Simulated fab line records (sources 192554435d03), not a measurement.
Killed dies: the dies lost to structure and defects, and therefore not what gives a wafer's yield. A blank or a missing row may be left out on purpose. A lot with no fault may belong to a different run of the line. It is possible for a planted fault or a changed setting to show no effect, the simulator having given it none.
A lot that was struck, set against a sound lot + flow n5_finfet + 36 steps out of a route of 1938
Sound: wafers L775.2, L775.4, L775.6. Wafers struck: L771.1, L771.2. The cause is given at the end.
Order at every step that has rows: each side's tool, ch and its chambers, its first start. Under that, the readings that differ: sound wafers + struck wafers + difference of the means + sigmas: that difference in standard deviations of wafers without a fault.
alike: words and numbers the same on both sides, and readings whose means are apart by under 2 such deviations; not compared: readings that were withheld, readings missing a value for some wafer, numbers with overlapping values and no deviation given by the record, and bounds like >300 which may hide the same value.
The two part at a step that has a row with sigmas, a row that says differs or no value, or rows on one side only. When numbers do not overlap yet have no deviation, they are printed without sigmas and do not part them. A reading missing from all wafers of one side parts the sides only when that side holds two or more wafers.

first, 9 steps without rows for these wafers: N5_BEOL_M4_ANNEAL_95 (time 240 s); N5_BEOL_M4_SPUTTER_96 (material Cu, target thk 4.5 nm, time 8.29 s); N5_BEOL_M4_ECD_50 (material Cu, target thk 300 nm); N5_BEOL_M4_ANNEAL_51 (time 90 s); N5_BEOL_M4_CMP_52 (polishes, stops on SiOC, t overpolish 6.8 s, target thk 40 nm); N5_BEOL_M4_PRE_CLEAN_60 (time 15 s); N5_BEOL_M4_CO_CAP_55 (material Co, precursor CCTBA/H2, target thk 2 nm, time 102.1 s); N5_BEOL_M4_PRE_CLEAN_56 (time 15 s); N5_BEOL_M4_DEP_57 (deposits SiCN from 3MS/NH3, target thk 8 nm, time 14 s).
N5_BEOL_M4_RC_MEAS_101:
  sound on prober-02 ch 0, day 13 11:15; struck on prober-01 ch 0, day 12 01:55
  alike: DIBL_N, DIBL_P, IOFF_N, IOFF_P, ION_N, ION_P, SS_N, SS_P, VT_N, VT_P
then, 24 steps without rows for these wafers: N5_BEOL_M5_ILD_DEP_00 (deposits SiCOH lowk from DEMS/porogen, target thk 140.64 nm, time 25.9 s); N5_BEOL_M5_CURE_79 (cures SiCOH lowk, time 240 s); N5_BEOL_M5_PECVD_70 (deposits SiO2 from TEOS/O2, target thk 16 nm, time 18 s); N5_BEOL_M5_HM_DEP_02 (deposits TiN, target thk 20 nm); N5_BEOL_M5_COAT_59 (time 60 s, resist thk 60 nm); N5_BEOL_M5_COAT_60 (time 60 s, resist thk 12 nm); N5_BEOL_M5_COAT_71 (time 60 s, resist thk 5 nm); N5_BEOL_M5_COAT_05 (resist thk 30 nm); N5_BEOL_M5_EBR_07; N5_BEOL_M5_SOFTBAKE_06 (time 60 s); N5_BEOL_M5_EXPOSE_08 (exposes mask M5, target cd 28 nm); N5_BEOL_M5_PEB_09 (peb time 60 s); N5_BEOL_M5_DEVELOP_10 (develop time 30 s); N5_BEOL_M5_DESCUM_16 (chemistry O2, time 7 s); N5_BEOL_M5_ETCH_72 (etches underlayer in N2/H2, target depth 6.5 nm, time 5.2 s); N5_BEOL_M5_ETCH_61 (etches SiARC in CF4, target depth 15.6 nm, time 26 s); N5_BEOL_M5_ETCH_62 (etches SOC in N2/H2, target depth 75 nm, overetch 15 nm, time 112.5 s); N5_BEOL_M5_STRIP_63 (strips in N2/H2); N5_BEOL_M5_STRIP_73 (strips in N2/H2); N5_BEOL_M5_STRIP_64 (strips in CF4); N5_BEOL_M5_HM_OPEN_17 (chemistry Cl2/BCl3, target TiN, target depth 20 nm, overetch 6 nm); N5_BEOL_M5_STRIP_19 (strips in O2); N5_BEOL_M5_COAT_65 (time 60 s, resist thk 60 nm); N5_BEOL_M5_COAT_66 (time 60 s, resist thk 12 nm).
-- a jump in the record: the struck wafers' starts before and after are 4 days apart (it breaks off in module BEOL_M5 and resumes in module MIM_TOP, where the first step shown is number 1838 of the route) --
N5_MIM_TOP_SPUTTER_03: material TiN, target thk 35 nm, time 89.7 s.
  sound: pvd_sputter-02 at day 17 09:25; struck: pvd_sputter-01 at day 16 00:01
| reading                                     | sound          | struck    | difference | sigmas |
|---------------------------------------------|----------------|-----------|------------|--------|
| model.TiN_of_MIM_TOP_SPUTTER_03.thk_nm (nm) | 34.6 35.2 35.2 | 41.2 41.4 | +6.3       |        |
  alike: throttle_valve_pct
N5_PASSIVATION_PROBE_49:
  sound: prober-01 at day 17 20:04; struck: prober-02 at day 16 09:48
| reading                  | sound          | struck    | difference | sigmas      |
|--------------------------|----------------|-----------|------------|-------------|
| defect_limited_yield (%) | 92.3 91.0 90.7 | 0 0       | -91        | -61         |
| killed_at_other          | 1 3 4          | 1069 1058 | +1061      | +99 or more |
| killed_dies              | 91 106 110     | 1180 1180 | +1078      | +63         |
| killed_on_rim            | 21 16 14       | 152 152   | +135       | +31         |
| sort_n_pass              | 1089 1074 1070 | 0 0       | -1078      | -60         |
| sort_yield_pct (%)       | 92.3 91.0 90.7 | 0 0       | -91        | -61         |
  alike: killed_at_M0_to_M3, killed_at_M4_up, killed_at_contacts, killed_at_front_end, killed_open, killed_short, sort_bin_5_function, sort_bin_6_memory

== WHERE THEY PART ==
At N5_PASSIVATION_PROBE_49 and nowhere else, as far as this record goes.

WHY: the cause the simulator had injected
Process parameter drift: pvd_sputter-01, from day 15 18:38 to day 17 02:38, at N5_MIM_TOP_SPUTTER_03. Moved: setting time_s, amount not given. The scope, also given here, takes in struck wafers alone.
